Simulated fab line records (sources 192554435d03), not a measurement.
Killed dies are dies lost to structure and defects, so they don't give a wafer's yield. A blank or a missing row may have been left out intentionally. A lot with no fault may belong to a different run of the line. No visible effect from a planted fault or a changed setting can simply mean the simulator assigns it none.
Chamber matching / flow n5 finfet / N5_BEOL_M9_ETCH_62 on rie diel-04 has 4 sister chambers
The step etches SOC in N2/H2, target depth 110 nm, overetch 22 nm, time 165 s. 16 wafers are shown with their chamber, then 8 later ones without.

WAFERS, EACH WITH ITS CHAMBER
wafer=L079.1; chamber=3; showerhead plenum p Torr (Torr)=2.47; oes product au (a.u.)=0.71; drypump motor current A (A)=5.2
wafer=L079.4; chamber=0; showerhead plenum p Torr (Torr)=2.54; oes product au (a.u.)=0.60; drypump motor current A (A)=5.9
wafer=L079.6; chamber=3; showerhead plenum p Torr (Torr)=2.48; oes product au (a.u.)=0.72; drypump motor current A (A)=5.2
wafer=L082.2; chamber=3; showerhead plenum p Torr (Torr)=2.47; oes product au (a.u.)=0.71; drypump motor current A (A)=5.2
wafer=L082.4; chamber=1; showerhead plenum p Torr (Torr)=2.50; oes product au (a.u.)=0.59; drypump motor current A (A)=5.3
wafer=L082.5; chamber=0; showerhead plenum p Torr (Torr)=2.53; oes product au (a.u.)=0.60; drypump motor current A (A)=5.9
wafer=L087.1; chamber=1; showerhead plenum p Torr (Torr)=2.49; oes product au (a.u.)=0.58; drypump motor current A (A)=5.2
wafer=L087.3; chamber=0; showerhead plenum p Torr (Torr)=2.53; oes product au (a.u.)=0.59; drypump motor current A (A)=5.9
wafer=L087.5; chamber=0; showerhead plenum p Torr (Torr)=2.53; oes product au (a.u.)=0.59; drypump motor current A (A)=5.9
wafer=L089.1; chamber=1; showerhead plenum p Torr (Torr)=2.49; oes product au (a.u.)=0.58; drypump motor current A (A)=5.3
wafer=L089.5; chamber=0; showerhead plenum p Torr (Torr)=2.53; oes product au (a.u.)=0.59; drypump motor current A (A)=5.9
wafer=L089.6; chamber=3; showerhead plenum p Torr (Torr)=2.47; oes product au (a.u.)=0.69; drypump motor current A (A)=5.1
wafer=L093.1; chamber=2; showerhead plenum p Torr (Torr)=2.73; oes product au (a.u.)=0.79; drypump motor current A (A)=5.7
wafer=L093.3; chamber=0; showerhead plenum p Torr (Torr)=2.53; oes product au (a.u.)=0.58; drypump motor current A (A)=5.9
wafer=L093.4; chamber=1; showerhead plenum p Torr (Torr)=2.49; oes product au (a.u.)=0.58; drypump motor current A (A)=5.3
wafer=L091.1; chamber=3; showerhead plenum p Torr (Torr)=2.46; oes product au (a.u.)=0.68; drypump motor current A (A)=5.1

SIGNATURES (averages over the wafers above)
reading=showerhead plenum p Torr; chamber 0=2.5317; chamber 1=2.4925; chamber 2=2.7300; chamber 3=2.4700; scatter within a chamber=0.00546
reading=oes product au; chamber 0=0.5917; chamber 1=0.5825; chamber 2=0.7900; chamber 3=0.7020; scatter within a chamber=0.0109
reading=drypump motor current A; chamber 0=5.900; chamber 1=5.275; chamber 2=5.700; chamber 3=5.160; scatter within a chamber=0.0403
Rule: for each reading, subtract the chamber's mean from the wafer's reading, divide by that reading's scatter and square the result; add these up over the readings and take the root, which gives the wafer's distance from the chamber. The wafer belongs to the nearest chamber; if the next one is less than 2 further off, it can't be placed. The scatter is the square root of a quotient: the sum, over the shown wafers, of each reading's squared deviation from its chamber's mean, divided by wafers minus chambers.

WAFERS MISSING THEIR CHAMBER
wafer=L091.2; showerhead plenum p Torr (Torr)=2.52; oes product au (a.u.)=0.58; drypump motor current A (A)=5.9
wafer=L091.4; showerhead plenum p Torr (Torr)=2.46; oes product au (a.u.)=0.69; drypump motor current A (A)=5.1
wafer=L096.3; showerhead plenum p Torr (Torr)=2.46; oes product au (a.u.)=0.68; drypump motor current A (A)=5.1
wafer=L096.5; showerhead plenum p Torr (Torr)=2.72; oes product au (a.u.)=0.77; drypump motor current A (A)=5.7
wafer=L096.6; showerhead plenum p Torr (Torr)=2.46; oes product au (a.u.)=0.68; drypump motor current A (A)=5.1
wafer=L095.2; showerhead plenum p Torr (Torr)=2.46; oes product au (a.u.)=0.68; drypump motor current A (A)=5.2
wafer=L095.5; showerhead plenum p Torr (Torr)=2.72; oes product au (a.u.)=0.76; drypump motor current A (A)=5.7
wafer=L095.6; showerhead plenum p Torr (Torr)=2.46; oes product au (a.u.)=0.69; drypump motor current A (A)=5.2

CHAMBER TAKEN BY EACH
wafer=L091.2; from the rows above=0; in truth=0
wafer=L091.4; from the rows above=3; in truth=3
wafer=L096.3; from the rows above=3; in truth=3
wafer=L096.5; from the rows above=2; in truth=2
wafer=L096.6; from the rows above=3; in truth=3
wafer=L095.2; from the rows above=3; in truth=3
wafer=L095.5; from the rows above=2; in truth=2
wafer=L095.6; from the rows above=3; in truth=3
Correct placement for 8 of the 8. From these rows, 0 cannot be placed. Placed wrongly: 0.
